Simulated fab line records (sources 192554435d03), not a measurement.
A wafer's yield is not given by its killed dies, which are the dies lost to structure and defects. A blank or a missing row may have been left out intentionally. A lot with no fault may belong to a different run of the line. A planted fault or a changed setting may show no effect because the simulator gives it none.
Split-lot experiment ; flow n5_finfet ; 7 lots, 39 wafers read, on a route of 1938 steps

== ABOUT THE SPLIT ==
At N5_DUMMY_GATE_ETCH_42 (etches SiO2 in CHF3/O2, target depth 3.5 nm, time 31 s), the setting bias_w was moved away from the recipe's 12 W on 18 of the 39 wafers read, by -15.8% to +12.6%. The other wafers ran this setting at the recipe's value.

Reading taken at the split's own step.

== THE READING ==
rf_vpp_V, in V, at N5_DUMMY_GATE_ETCH_42 (etches SiO2 in CHF3/O2, target depth 3.5 nm, time 31 s). A value of 42.5 V with a standard deviation of 0.88 V is what fault-free wafers of this fab line usually give.

wafer;tool, chamber at the split;bias_w as run, W;against the recipe;rf_vpp_V, V;against lot-mates on the recipe
L077.1;rie_diel-02, 1;10.6;-11.7%;39.8;-3.2
L077.2;rie_diel-02, 2;10.6;-11.7%;39.3;-3.7
L077.3;rie_diel-02, 0;12;recipe;44.2;-
L077.4;rie_diel-02, 3;12;recipe;42.2;-
L077.5;rie_diel-02, 1;10.6;-11.7%;41.0;-2.0
L077.6;rie_diel-02, 0;12;recipe;42.7;-
L081.1;rie_diel-03, 0;10.61;-11.6%;38.6;-3.7
L081.2;rie_diel-03, 2;12;recipe;41.8;-
L081.3;rie_diel-03, 3;12;recipe;43.1;-
L081.4;rie_diel-03, 1;12;recipe;42.0;-
L081.5;rie_diel-03, 2;10.61;-11.6%;39.0;-3.3
L081.6;rie_diel-03, 3;10.61;-11.6%;40.4;-1.9
L082.1;rie_diel-03, 3;13.48;+12.3%;46.9;+4.1
L082.2;rie_diel-03, 0;12;recipe;43.3;-
L082.3;rie_diel-03, 2;12;recipe;43.5;-
L082.4;rie_diel-03, 1;13.48;+12.3%;45.5;+2.7
L082.5;rie_diel-03, 1;12;recipe;41.6;-
L082.6;rie_diel-03, 0;13.48;+12.3%;47.5;+4.7
L089.1;rie_diel-06, 2;10.34;-13.8%;40.4;-1.2
L089.2;rie_diel-06, 1;10.34;-13.8%;36.6;-5.0
L089.3;rie_diel-06, 0;12;recipe;40.6;-
L089.4;rie_diel-06, 3;12;recipe;42.2;-
L089.5;rie_diel-06, 3;12;recipe;42.0;-
L089.6;rie_diel-06, 0;10.34;-13.8%;36.2;-5.4
L090.1;rie_diel-03, 2;12;recipe;42.3;-
L090.2;rie_diel-03, 1;13.51;+12.6%;45.4;+3.2
L090.3;rie_diel-03, 0;13.51;+12.6%;45.9;+3.7
L090.4;rie_diel-03, 3;13.51;+12.6%;46.5;+4.3
L090.5;rie_diel-03, 0;12;recipe;42.7;-
L090.6;rie_diel-03, 3;12;recipe;41.7;-
L092.1;rie_diel-06, 1;10.11;-15.8%;37.9;-4.0
L092.2;rie_diel-06, 2;10.11;-15.8%;37.5;-4.4
L092.3;rie_diel-06, 3;12;recipe;42.0;-
L092.4;rie_diel-06, 0;12;recipe;41.6;-
L092.5;rie_diel-06, 1;10.11;-15.8%;38.5;-3.4
L092.6;rie_diel-06, 2;12;recipe;42.2;-
L095.1;rie_diel-06, 0;12;recipe;41.2;-
L095.4;rie_diel-06, 1;12;recipe;42.7;-
L095.5;rie_diel-06, 2;12;recipe;42.6;-

THE FIT
A straight line over all 39 wafers: rf_vpp_V changes by +0.29 V for each +1% of bias_w; r = +0.93; the points scatter about the line by 1 V.
The same after taking each lot's own level away (the mean of its wafers on the recipe; 39 wafers): +0.277 V for each +1%; r = +0.94; scatter 0.86 V.
According to that fit, moving bias_w by its largest amount changes the reading by 4.4 V.
Measured against the standard deviation above, the lots' own levels, which go from 41.60 to 43.03 V, span 1.6 times it.
The two slopes are in agreement: the lot-to-lot level therefore moves the slope only a little.
Check: for one of the wafers moved furthest among these (-15.8%), held out of the fit, the line's prediction against its lot-mates is -4.27 V. Against them it came out at -4.03 V.
Tool readings at the split's step, against how far the setting was moved: rf_vpp_V r = +0.93.

== FURTHER SPLITS ON THESE WAFERS ==
Note: prior to the reading, these wafers also went through further splits. Each is held against what the fit with the lots' levels taken away leaves over:
other split on the same wafers;wafers away from the commonest value;r with rf_vpp_V (lot level and that fit taken away)
N5_DUMMY_GATE_ETCH_37 source_w;15;-0.03
N5_DUMMY_GATE_ETCH_31 target_depth_a;9;-0.19

== FILE'S OWN FIT ==
rf_vpp_V changes by +0.274 V for each +1% of bias_w, r = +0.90.
